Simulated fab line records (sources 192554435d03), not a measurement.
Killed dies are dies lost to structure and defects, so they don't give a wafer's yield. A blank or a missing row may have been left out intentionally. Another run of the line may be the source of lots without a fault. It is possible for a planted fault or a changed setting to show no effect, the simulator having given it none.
fab line records | flow n5Finfet | part 1 of 2: steps 1 to 18 of 32
record: lots: 5 wafers: 15 lastDay: 19
route steps=1938 shown BEOL_M15@1818 PASS1_DEP@1831 MIM_BOT@1832 MIM_TOP@1834 MIM_TOP_LITHO@1839
lots untouched by any fault: they come from a run of this same line in which no faults occurred
startH: hours from the record's first day to the start of the lot's first wafer shown | waitH: hours since the lot's step before | " same as the row above | L1.1+2: one row covering several wafers at once | - either no value or no given start | * or withheld: withheld | < > ~ a bound
route shown NAME@n: NAME is a module with steps in the file, n the number in the route of the first one | usual: the fault-free wafers' mean and standard deviation | same: alike in all rows | chamber/n: place in a boat | sites: per-site readings | _std_site: the values' standard deviation | _edge_site: inner sites' mean taken away from outer sites' mean | radiusMm: for every site, how far away it sits from the centre of the wafer | mask NAME#n: copy n | behind: tool/chamber where the wafer was last shaped | hold: the reason the lot was held/the length of the hold in hours/how it ended | device: names the non-switching transistor (n, p or np) | end of line: tests of these same wafers at the route's end | for a step that has no rows: nothing shown but its recipe | killed: dies lost to structure and defects at the first sort, not the wafer's yield | map: a wafer's dies, x killed, . not, _ none there
set.NAME: the setting the step ran with; set.NAME@STEP: the setting that earlier step ran with | model.NAME: the simulator's own value behind a step, which no gauge read
a table for each step, a row for each wafer; lots at some steps of the route
services: from which hour (startH, from the record's first day; less than 0 if before it) a tool's chamber was out of use, for how many hours, and why
== steps ==
step: N5_BEOL_M15_PRE_CLEAN_42
recipe: gas: H2/He timeS: 30 tempC: 300
usual: heaterPowerW: 464/35
columns lot.wafer tool chamber startH waitH heaterPowerW
L074.1 pvdSputter-01 - 287.54 0.0 495
L074.2 " - " " 516
L074.3 " - " " 462
L077.4 pvdSputter-03 - 301.19 0.0 450
L077.5 " - " " 471
L077.6 " - " " 498
L090.1 pvdSputter-03 - 394.23 0.0 446
L090.5 " - " " 434
L090.6 " - " " 502
L094.1 pvdSputter-01 - 421.98 0.0 470
L094.3 " - " " 505
L094.6 " - " " 501
L097.1 pvdSputter-02 - 446.04 0.0 412
L097.2 " - " " 396
L097.6 " - " " 420
step: N5_BEOL_M15_SPUTTER_43
recipe: material: TaN targetThkA: 150 tempC: 50 biasV: 168.6 powerW: 15000 chamberPressurePa: 0.12 timeS: 24.19
usual: throttleValvePct: 30.4/1.3
columns lot.wafer tool chamber startH waitH throttleValvePct
L074.1 pvdSputter-01 - 287.58 0.0 33.1
L074.2 " - " " 29.7
L074.3 " - " " 30.4
L077.4 pvdSputter-03 - 301.23 0.0 32.7
L077.5 " - " " 32.5
L077.6 " - " " 30.8
L090.1 pvdSputter-03 - 394.27 0.0 29.3
L090.5 " - " " 29.3
L090.6 " - " " 30.8
L094.1 pvdSputter-01 - 422.02 0.0 31.4
L094.3 " - " " 33.3
L094.6 " - " " 33.0
L097.1 pvdSputter-02 - 446.08 0.0 29.5
L097.2 " - " " 31.2
L097.6 " - " " 29.3
step: N5_BEOL_M15_SPUTTER_44
recipe: material: Ta targetThkA: 150 tempC: 50 biasV: 80 powerW: 15000 chamberPressurePa: 0.07 timeS: 24.19
usual: throttleValvePct: 30.4/1.3
columns lot.wafer tool chamber startH waitH throttleValvePct
L074.1 pvdSputter-01 - 287.66 0.0 33.1
L074.2 " - " " 29.8
L074.3 " - " " 30.4
L077.4 pvdSputter-03 - 301.31 0.0 32.6
L077.5 " - " " 32.6
L077.6 " - " " 30.7
L090.1 pvdSputter-03 - 394.35 0.0 28.8
L090.5 " - " " 29.0
L090.6 " - " " 30.8
L094.1 pvdSputter-01 - 422.10 0.0 31.5
L094.3 " - " " 33.2
L094.6 " - " " 33.0
L097.1 pvdSputter-02 - 446.16 0.0 29.5
L097.2 " - " " 31.2
L097.6 " - " " 29.5
step: N5_BEOL_M15_SPUTTER_45
recipe: material: Cu targetThkA: 1000 tempC: -20 biasV: 60 powerW: 26000 chamberPressurePa: 0.13 timeS: 16.67
usual: throttleValvePct: 30.4/1.3
columns lot.wafer tool chamber startH waitH throttleValvePct
L074.1 pvdSputter-01 - 287.74 0.0 32.9
L074.2 " - " " 30.0
L074.3 " - " " 30.4
L077.4 pvdSputter-03 - 301.39 0.0 32.8
L077.5 " - " " 32.6
L077.6 " - " " 30.6
L090.1 pvdSputter-03 - 394.43 0.0 29.1
L090.5 " - " " 28.8
L090.6 " - " " 30.5
L094.1 pvdSputter-01 - 422.18 0.0 31.4
L094.3 " - " " 33.0
L094.6 " - " " 33.3
L097.1 pvdSputter-02 - 446.24 0.0 29.3
L097.2 " - " " 31.2
L097.6 " - " " 29.5
step: N5_BEOL_M15_ECD_47
recipe: material: Cu targetThkA: 18600
columns lot.wafer tool chamber startH waitH
L074.1+2+3 ecdCu-01 1,0,0 287.85 0.1
L077.4+5+6 ecdCu-02 0,0,1 301.58 0.2
L090.1+5+6 ecdCu-01 1,1,0 394.55 0.1
L094.1+3+6 ecdCu-01 1,1,0 422.30 0.1
L097.1+2+6 ecdCu-02 0,1,1 446.36 0.1
step: N5_BEOL_M15_ANNEAL_48
recipe: tempC: 225 timeS: 90 ambient: N2
usual: wafer_temp_C_max: 226.11/0.26
columns lot.wafer tool chamber startH waitH wafer_temp_C_max
L074.1 rtpAnneal-01 0 288.22 0.3 226.10
L074.2 " 0 " " 226.44
L074.3 " 0 " " 226.37
L077.4 rtpAnneal-01 0 303.34 1.7 225.79
L077.5 " 0 " " 226.33
L077.6 " 0 " " 226.24
L090.1 rtpAnneal-02 0 394.79 0.2 226.24
L090.5 " 0 " " 226.20
L090.6 " 0 " " 225.84
L094.1 rtpAnneal-01 0 422.57 0.2 226.46
L094.3 " 0 " " 226.11
L094.6 " 0 " " 226.19
L097.1 rtpAnneal-02 0 447.02 0.6 226.01
L097.2 " 0 " " 226.11
L097.6 " 0 " " 225.97
step: N5_BEOL_M15_CMP_49
recipe: stopOn: SiO2 tOverpolishS: 4.9 downForcePsi: 2 platenRpm: 80 clearingPlatenDownForcePsi: 2 clearingPlatenRpm: 80 postCmpClean: cuAlkaline targetThkNm: 850 clearingPlatenPadVelocityMS: 1.5917 padVelocityMS: 1.5917
usual: barrierFieldEndpointS: 11.34/0.26 headPressurePsi: 2.000/0.0043 motorCurrentA: 7.8/0.7 overpolishRunS: 4.900/0.0094
columns lot.wafer tool chamber startH waitH barrierFieldEndpointS headPressurePsi motorCurrentA overpolishRunS
L074.2 cmp-01 0 288.52 0.2 11.58 1.995 8.1 4.903
L074.1 " 1 " " 11.68 2.006 7.2 4.895
L074.3 " 2 " " 11.56 2.001 8.0 4.923
L077.4 cmp-01 3 303.54 0.2 11.44 1.995 9.2 4.899
L077.5 " 2 " " 11.40 2.013 7.6 4.910
L077.6 " 3 " " 11.34 1.998 8.9 4.899
L090.1 cmp-02 1 395.09 0.3 11.45 1.996 6.8 4.889
L090.6 " 1 " " 11.43 2.001 7.5 4.906
L090.5 " 2 " " 11.59 2.001 8.1 4.903
L094.1 cmp-01 0 422.90 0.3 11.38 1.999 7.4 4.902
L094.3 " 1 " " 11.37 2.004 7.0 4.893
L094.6 " 0 " " 11.29 1.997 7.4 4.895
L097.1 cmp-04 0 447.36 0.3 11.44 2.006 7.4 4.895
L097.2 " 2 " " 11.34 2.003 8.1 4.904
L097.6 " 0 " " 11.74 2.004 7.3 4.902
step: N5_BEOL_M15_THK_MEAS_50
recipe: thkMeasGauge: xrf reads: Cu_of_BEOL_M15_ECD_47
usual: M15_THK: 855/14
columns lot.wafer tool chamber startH waitH M15_THK[nm]
L074.1 filmMetro-01 - 288.82 - 864
L074.2 " - " " 874
L074.3 " - " " 863
L077.4 filmMetro-02 - 303.80 - 867
L077.5 " - " " 839
L077.6 " - " " 862
L090.1 filmMetro-02 - 395.38 - 869
L090.5 " - " " 858
L090.6 " - " " 869
L094.1 filmMetro-02 - 423.16 - 844
L094.3 " - " " 836
L094.6 " - " " 848
L097.1 filmMetro-02 - 447.62 - 871
L097.2 " - " " 853
L097.6 " - " " 885
step: N5_BEOL_M15_PRE_CLEAN_52
recipe: gas: NH3 timeS: 15 tempC: withheld rfPowerW: 300
usual: rfFwdPowerW: 295.0/1.4
columns lot.wafer tool chamber startH waitH rfFwdPowerW
L074.1 pecvd-04 0 288.85 0.0 294.0
L074.2 " 1 " " 295.9
L074.3 " 2 " " 295.0
L077.4 pecvd-01 2 303.85 0.0 296.6
L077.5 " 0 " " 296.7
L077.6 " 1 " " 294.6
L090.1 pecvd-02 0 395.42 0.0 293.2
L090.5 " 0 " " 293.0
L090.6 " 2 " " 294.8
L094.1 pecvd-04 0 423.20 0.0 293.8
L094.3 " 2 " " 294.6
L094.6 " 0 " " 292.6
L097.1 pecvd-04 2 447.66 0.0 294.6
L097.2 " 0 " " 293.2
L097.6 " 1 " " 295.8
step: N5_BEOL_M15_DEP_53
recipe: material: SiCN targetThkA: 500 tempC: withheld precursor: 3MS/NH3 pressureTorr: 3 rfW: 675 timeS: 17.8
usual: rfFwdPowerW: 666.5/3 showerheadPlenumPTorr: 4.157/0.013 showerheadVppV: 1552/55 throttleValvePct: 17.6/0.77
columns lot.wafer tool chamber startH waitH rfFwdPowerW showerheadPlenumPTorr showerheadVppV throttleValvePct
L074.1 pecvd-04 0 288.88 0.0 664.2 4.156 1432 17.4
L074.2 " 1 " " 671.8 4.173 1564 18.3
L074.3 " 2 " " 666.6 4.151 1546 16.8
L077.4 pecvd-01 2 303.88 0.0 663.1 4.159 1569 16.3
L077.5 " 0 " " 667.7 4.163 1621 17.7
L077.6 " 1 " " 668.4 4.143 1579 18.6
L090.1 pecvd-02 0 395.46 0.0 664.7 4.197 1540 18.1
L090.5 " 0 " " 664.3 4.190 1533 18.1
L090.6 " 2 " " 663.5 4.153 1554 18.0
L094.1 pecvd-04 0 423.22 0.0 664.0 4.155 1419 17.2
L094.3 " 2 " " 669.3 4.143 1584 17.0
L094.6 " 0 " " 663.2 4.151 1437 17.4
L097.1 pecvd-04 2 447.68 0.0 665.1 4.153 1588 17.1
L097.2 " 0 " " 665.7 4.159 1438 17.2
L097.6 " 1 " " 667.1 4.162 1562 18.1
step: N5_BEOL_M15_RS_MEAS_54
recipe: thkMeasGauge: four-point-probe reads: Cu_of_BEOL_M15_ECD_47+Ta_of_BEOL_M15_SPUTTER_44+TaN_of_BEOL_M15_SPUTTER_43
usual: M15_RS: 0.0216/0.00032
columns lot.wafer tool chamber startH waitH M15_RS[ohm/sq]
L074.1 filmMetro-01 - 288.94 0.0 0.0216
L074.2 " - " " 0.0213
L074.3 " - " " 0.0216
L077.4 filmMetro-02 - 303.93 0.0 0.0209
L077.5 " - " " 0.0216
L077.6 " - " " 0.0210
L090.1 filmMetro-01 - 395.54 0.1 0.0213
L090.5 " - " " 0.0215
L090.6 " - " " 0.0212
L094.1 filmMetro-01 - 423.29 0.0 0.0216
L094.3 " - " " 0.0218
L094.6 " - " " 0.0216
L097.1 filmMetro-02 - 447.75 0.0 0.0213
L097.2 " - " " 0.0217
L097.6 " - " " 0.0208
step: N5_BEOL_M15_INSPECT_55
recipe: inspectInstrument: darkfield mode: postDep
usual: rawDefectCount: 73/23
columns lot.wafer tool chamber startH waitH rawDefectCount
L074.1 defectInspect-02 - 288.97 0.0 92
L074.2 " - " " 84
L074.3 " - " " 48
L077.4 defectInspect-02 - 303.95 0.0 71
L077.5 " - " " 56
L077.6 " - " " 69
L090.1 defectInspect-02 - 395.57 0.0 49
L090.5 " - " " 69
L090.6 " - " " 81
L094.1 defectInspect-02 - 423.32 0.0 49
L094.3 " - " " 81
L094.6 " - " " 76
L097.1 defectInspect-01 - 447.78 0.0 92
L097.2 " - " " 73
L097.6 " - " " 96
step: N5_BEOL_M15_RC_MEAS_101
usual: etestTempC: 25.00/0.099 COMB_M10: 1.5e-11/3.2e-12 COMB_M11: 1.45e-11/2.7e-12 COMB_M12: 6.4e-12/1.3e-12 COMB_M13: 4.9e-12/1.1e-12 COMB_M14: 3.6e-12/8.8e-13 COMB_M15: 2.6e-12/7.4e-13 COMB_M5: 3.6e-11/7.7e-12 COMB_M6: 2.5e-11/4.4e-12 COMB_M7: 2.5e-11/5.5e-12 COMB_M8: 2.5e-11/5e-12 COMB_M9: 1.4e-11/3.2e-12 SERP_M10: 3.05/0.057 SERP_M11: 3.09/0.078 SERP_M12: 0.634/0.01 SERP_M12_max_site: 0.647/0.011 SERP_M13: 0.309/0.0059 SERP_M14: 0.1599/0.0025 SERP_M5: 39.3/1.6 SERP_M6: 13.8/0.44 SERP_M7: 13.9/0.44 SERP_M8: 13.8/0.38 SERP_M9: 3.09/0.086
columns lot.wafer tool chamber startH waitH etestTempC COMB_M10[S/m] COMB_M11[S/m] COMB_M12[S/m] COMB_M13[S/m] COMB_M14[S/m] COMB_M15[S/m] COMB_M5[S/m] COMB_M6[S/m] COMB_M7[S/m] COMB_M8[S/m] COMB_M9[S/m] SERP_M10[ohm/um] SERP_M11[ohm/um] SERP_M12[ohm/um] SERP_M12_max_site[ohm/um] SERP_M13[ohm/um] SERP_M14[ohm/um] SERP_M5[ohm/um] SERP_M6[ohm/um] SERP_M7[ohm/um] SERP_M8[ohm/um] SERP_M9[ohm/um]
L074.1 prober-02 0 289.00 0.0 25.07 1.4e-11 2.03e-11 6.4e-12 3.8e-12 3.6e-12 2.6e-12 2.2e-11 2.6e-11 2.7e-11 2.1e-11 1.3e-11 3.05 3.08 0.633 0.647 0.302 0.1581 37.8 13.8 14.0 13.4 3.09
L074.2 " 0 " " 25.10 1e-11 1.71e-11 7.1e-12 3.4e-12 3.1e-12 2.7e-12 2.8e-11 2.4e-11 3.1e-11 2.5e-11 1.7e-11 3.04 3.02 0.636 0.644 0.303 0.1640 37.8 13.0 14.6 13.8 3.05
L074.3 " 0 " " 25.11 1.4e-11 1.41e-11 4.3e-12 5.2e-12 2.9e-12 2.9e-12 2.2e-11 3.1e-11 2.3e-11 2.7e-11 1e-11 3.01 3.08 0.629 0.634 0.302 0.1576 38.2 13.9 14.1 13.8 3.05
L077.4 prober-02 0 304.44 0.5 25.14 1.5e-11 1.79e-11 9.4e-12 5.5e-12 3.5e-12 2.9e-12 4.3e-11 2.9e-11 2.6e-11 1.6e-11 1.2e-11 2.91 3.27 0.630 0.652 0.297 0.1582 38.0 14.4 14.1 14.1 3.07
L077.5 " 0 " " 24.91 1.4e-11 1.65e-11 9.2e-12 5.2e-12 5e-12 2.7e-12 3.8e-11 2.7e-11 2.7e-11 2.6e-11 1.5e-11 3.06 3.23 0.626 0.633 0.298 0.1565 36.3 13.8 13.6 14.2 3.15
L077.6 " 0 " " 25.04 2.1e-11 1.7e-11 8.2e-12 5.9e-12 3.9e-12 3e-12 2.6e-11 3.5e-11 2.4e-11 2.4e-11 1.1e-11 3.04 3.08 0.623 0.632 0.303 0.1628 36.6 13.6 14.3 14.1 3.18
L090.1 prober-02 0 395.59 0.0 25.15 1.5e-11 1.31e-11 6.2e-12 5.4e-12 3.2e-12 3.1e-12 3.9e-11 2.6e-11 3.4e-11 2.7e-11 1.6e-11 3.05 3.02 0.624 0.635 0.312 0.1570 38.1 13.8 13.6 13.3 3.10
L090.5 " 0 " " 25.02 1.4e-11 1.42e-11 8.2e-12 3.7e-12 3.6e-12 2.4e-12 3.5e-11 1.9e-11 2.5e-11 2.9e-11 1.8e-11 3.02 3.14 0.638 0.649 0.308 0.1592 38.4 13.3 14.0 13.7 3.05
L090.6 " 0 " " 24.91 1.8e-11 9.2e-12 5.1e-12 6.8e-12 2.8e-12 2.3e-12 3.1e-11 2.1e-11 3.2e-11 3.4e-11 1.7e-11 3.03 3.14 0.622 0.642 0.307 0.1557 39.2 13.9 13.9 13.4 3.18
L094.1 prober-01 0 423.34 0.0 25.04 1.2e-11 1.41e-11 7.2e-12 4.9e-12 3.3e-12 2.1e-12 3.3e-11 3.1e-11 2.3e-11 1.9e-11 1.4e-11 3.02 3.25 0.649 0.669 0.314 0.1613 40.0 13.9 14.0 13.7 3.08
L094.3 " 0 " " 24.98 1.4e-11 1.39e-11 4.9e-12 6.1e-12 1.8e-12 2.3e-12 2.9e-11 2.3e-11 3e-11 2.1e-11 9e-12 3.07 3.13 0.621 0.641 0.314 0.1609 42.5 14.0 13.8 13.6 3.33
L094.6 " 0 " " 25.09 1.7e-11 1.34e-11 7.2e-12 7.1e-12 3.7e-12 2.9e-12 2.9e-11 3e-11 2e-11 1.9e-11 2.3e-11 3.10 3.14 0.660 0.679 0.310 0.1573 41.7 14.1 13.1 13.4 3.20
L097.1 prober-01 0 447.80 0.0 25.02 1.5e-11 1.34e-11 7.5e-12 3.8e-12 4e-12 2.3e-12 2.9e-11 2.2e-11 2.5e-11 2.3e-11 1.6e-11 3.02 3.14 0.626 0.639 0.314 0.1600 39.1 14.0 13.5 14.0 3.17
L097.2 " 0 " " 25.08 1.2e-11 1.46e-11 8.2e-12 4e-12 3.8e-12 2.4e-12 3.4e-11 2.1e-11 2.9e-11 2.1e-11 1.4e-11 3.05 3.06 0.621 0.622 0.316 0.1593 39.6 13.6 13.1 13.3 3.09
L097.6 " 0 " " 25.21 1.8e-11 1.56e-11 8.6e-12 4.4e-12 3.7e-12 2.9e-12 3.1e-11 2.6e-11 2.2e-11 2.1e-11 1.1e-11 3.02 3.12 0.614 0.627 0.300 0.1590 40.3 13.8 13.3 14.3 3.18
step: N5_PASSIVATION_PECVD_00
recipe: material: SiO2 targetThkA: 2000 tempC: 400 precursor: SiH4/N2O pressureTorr: 2.7 rfW: 608 timeS: 11.2
usual: heaterPowerW: 652/96 rfFwdPowerW: 601/3 showerheadPlenumPTorr: 8.14/0.094 showerheadVppV: 1504/32 throttleValvePct: 49.9/2.7
columns lot.wafer tool chamber startH waitH heaterPowerW rfFwdPowerW showerheadPlenumPTorr showerheadVppV throttleValvePct
L074.1 pecvd-01 1 289.96 0.8 611 599 8.05 1507 52.8
L074.2 " 2 " " 602 605 8.19 1478 45.8
L074.3 " 0 " " 758 603 8.19 1527 49.9
L077.4 pecvd-01 2 304.96 0.4 590 599 8.20 1483 46.0
L077.5 " 0 " " 703 604 8.19 1549 50.1
L077.6 " 1 " " 647 600 8.07 1528 52.8
L090.1 pecvd-01 1 396.56 0.8 673 600 8.07 1487 52.7
L090.5 " 0 " " 786 601 8.19 1537 50.5
L090.6 " 2 " " 650 603 8.20 1464 46.2
L094.1 pecvd-01 1 424.31 0.8 669 602 8.07 1489 53.1
L094.3 " 0 " " 821 600 8.18 1536 50.3
L094.6 " 0 " " 820 599 8.20 1537 50.5
L097.1 pecvd-02 2 448.77 0.8 594 595 8.09 1484 51.2
L097.2 " 1 " " 628 600 8.17 1507 49.5
L097.6 " 0 " " 778 596 8.28 1449 51.6
step: N5_MIM_BOT_DEGAS_01
recipe: ambient: vacuum tempC: 300 timeS: 60
usual: heaterPowerW: 465/35
columns lot.wafer tool chamber startH waitH heaterPowerW
L074.1 pvdSputter-02 - 291.14 1.2 466
L074.2 " - " " 414
L074.3 " - " " 403
L077.4 pvdSputter-01 - 305.12 0.1 476
L077.5 " - " " 467
L077.6 " - " " 488
L090.1 pvdSputter-01 - 399.85 3.3 498
L090.5 " - " " 521
L090.6 " - " " 507
L094.1 pvdSputter-02 - 424.83 0.5 470
L094.3 " - " " 410
L094.6 " - " " 487
L097.1 pvdSputter-03 - 450.58 1.8 464
L097.2 " - " " 441
L097.6 " - " " 499
step: N5_MIM_BOT_SPUTTER_00
recipe: material: TiN targetThkA: 350 tempC: 200 powerW: 3000 chamberPressurePa: 0.49996 gas: Ar reactivePartialPa: 0.37997 timeS: 89.7
usual: throttleValvePct: 30.5/1.4
columns lot.wafer tool chamber startH waitH throttleValvePct
L074.1 pvdSputter-02 - 291.18 0.0 30.7
L074.2 " - " " 29.5
L074.3 " - " " 31.1
L077.4 pvdSputter-01 - 305.16 0.0 31.6
L077.5 " - " " 31.7
L077.6 " - " " 30.5
L090.1 pvdSputter-01 - 399.89 0.0 33.1
L090.5 " - " " 29.8
L090.6 " - " " 32.9
L094.1 pvdSputter-02 - 424.87 0.0 30.5
L094.3 " - " " 29.5
L094.6 " - " " 30.8
L097.1 pvdSputter-03 - 450.62 0.0 32.9
L097.2 " - " " 28.8
L097.6 " - " " 30.9
step: N5_MIM_TOP_ALD_00
recipe: material: Al2O3 targetThkA: * tempC: withheld aldPrecursorFamily: TMA aldCoReactant: O3 pulseTimeS: withheld purgeTimeS: 3 coReactantPurgeTimeS: withheld coReactantPulseTimeS: 3 aldCycles: withheld
usual: precursorPulseHeightRel: 1.001/0.02
columns lot.wafer tool chamber startH waitH precursorPulseHeightRel
L074.1 aldHk-02 0 291.28 0.1 1.004
L074.2 " 2 " " 0.972
L074.3 " 1 " " 1.011
L077.4 aldHk-02 2 305.27 0.1 1.003
L077.5 " 0 " " 0.997
L077.6 " 1 " " 1.055
L090.1 aldHk-02 2 399.99 0.1 1.016
L090.5 " 1 " " 1.018
L090.6 " 0 " " 1.042
L094.1 aldHk-02 1 424.97 0.1 1.015
L094.3 " 3 " " 1.012
L094.6 " 2 " " 1.018
L097.1 aldHk-03 1 450.72 0.1 1.013
L097.2 " 2 " " 1.013
L097.6 " 3 " " 0.965
step: N5_MIM_TOP_ALD_01
recipe: material: HfO2 targetThkA: 56 tempC: withheld aldPrecursorFamily: Hf-amide aldCoReactant: O3 pulseTimeS: 1 purgeTimeS: 3 coReactantPurgeTimeS: 2 coReactantPulseTimeS: 3 aldCycles: 62
usual: precursorPulseHeightRel: 0.999/0.019
columns lot.wafer tool chamber startH waitH precursorPulseHeightRel
L074.1 aldHk-02 0 - - 0.977
L074.2 " 2 " " 0.992
L074.3 " 1 " " 1.009
L077.4 aldHk-02 2 - - 0.996
L077.5 " 0 " " 1.000
L077.6 " 1 " " 1.006
L090.1 aldHk-02 2 - - 1.010
L090.5 " 1 " " 0.970
L090.6 " 0 " " 0.983
L094.1 aldHk-02 1 - - 1.003
L094.3 " 3 " " 0.999
L094.6 " 2 " " 0.971
L097.1 aldHk-03 1 - - 1.011
L097.2 " 2 " " 1.011
L097.6 " 3 " " 1.020
